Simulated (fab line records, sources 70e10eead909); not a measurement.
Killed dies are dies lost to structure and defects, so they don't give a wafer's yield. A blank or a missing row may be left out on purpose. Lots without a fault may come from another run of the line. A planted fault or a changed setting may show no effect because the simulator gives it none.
Problem report in the 8D (eight disciplines) form, filled by code | flow nand_harc | the parts of the form that need people (team, actions taken, sign-off) are left out

1. THE PROBLEM
thk_nm at NHARC_A_ONON_D1_THK_MEAS_21 reads a mean of 1062 nm on 2 wafers of 2 lots; wafers without a fault read 998 nm with a standard deviation of 8.2. That is +7.9 standard deviations from the usual mean.
The step: measures by ellipsometry.
First seen on wafer L713.5, day 9 01:16, on film_metro-01. The record holds 42 wafers of 14 lots with a number at this step. Rule for "out", or "out of limits": more than 4 standard deviations from the usual mean. The other wafers with a number count as sound.

2. WHAT IT IS AND WHAT IT IS NOT
question                    | is               | is not
which readings at this step | thk_nm           | -
which lots                  | L713, L719       | L709, L710, L711, L712, L723, L725, L727, L728, L729, L730, L731, L732
which wafers of those lots  | L713.5, L719.5   | L713.2, L713.6, L719.1, L719.6
read on which gauges        | film_metro-01    | film_metro-02
when                        | from day 9 01:16 | up to then (14 sound wafers); but 26 sound wafers of L719, L723, L725, L727, L728, L729, L730, L731, L732 came after

3. SUSPECTS, AND WHAT RULES EACH OUT
Counting: a tool at a process step up to the reading stays a suspect if it ran every lot that is out. Sound lots after the first of them don't rule it out here, since some wafers of a struck lot are sound.
- the gauge at NHARC_A_ONON_D1_THK_MEAS_21: kept. All the wafers that are out were read on film_metro-01, and no step on other tools shows them out.
- rie_diel-06 at NHARC_A_ZERO_WELL_DESCUM_12 (chemistry O2, time 3 s): kept. It ran every lot that is out, first L713 (day 7 14:03); its last sound lot up to then is L711 (day 7 08:34).
- pecvd_onon-02 at NHARC_A_ONON_D1_DEP_19 (target thk 1000 nm): kept. It ran every lot that is out, first L713 (day 9 00:49); its last sound lot up to then is L711 (day 8 17:02).
Left after counting: rie_diel-06 at NHARC_A_ZERO_WELL_DESCUM_12, pecvd_onon-02 at NHARC_A_ONON_D1_DEP_19, film_metro-01 at NHARC_A_ONON_D1_THK_MEAS_21.

4. THE CAUSE (what the simulator had put in)
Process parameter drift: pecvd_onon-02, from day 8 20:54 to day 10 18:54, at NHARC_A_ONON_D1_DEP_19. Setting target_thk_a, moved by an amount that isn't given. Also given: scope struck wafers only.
Counting left 3 suspects, and this tool is among them.

5. THE CHAIN OF EFFECTS, in route order
Each row: a reading whose mean over the struck wafers that have a number lies more than 3 standard deviations from the usual. Only readings for which the record gives a usual standard deviation are gone through. hours: the time from each lot's start at the first step in this table that gives one to its start at this step, as a median over the lots. sigmas: the change in usual standard deviations.
hours | step                        | reading | usual  | on struck wafers | change | sigmas
0     | NHARC_A_ONON_D1_THK_MEAS_21 | thk_nm  | 998 nm | 1062             | +64    | +7.9

6. WHAT WOULD HAVE CAUGHT IT SOONER
In this record the first reading out of limits at a measuring or inspecting step was taken at day 9 01:16, 4 hours after the fault began at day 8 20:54.
Of the lots that are out (2), L719 began NHARC_A_ONON_D1_DEP_19 on pecvd_onon-02 after day 9 01:16. A hold on the tool at that time would have spared it.
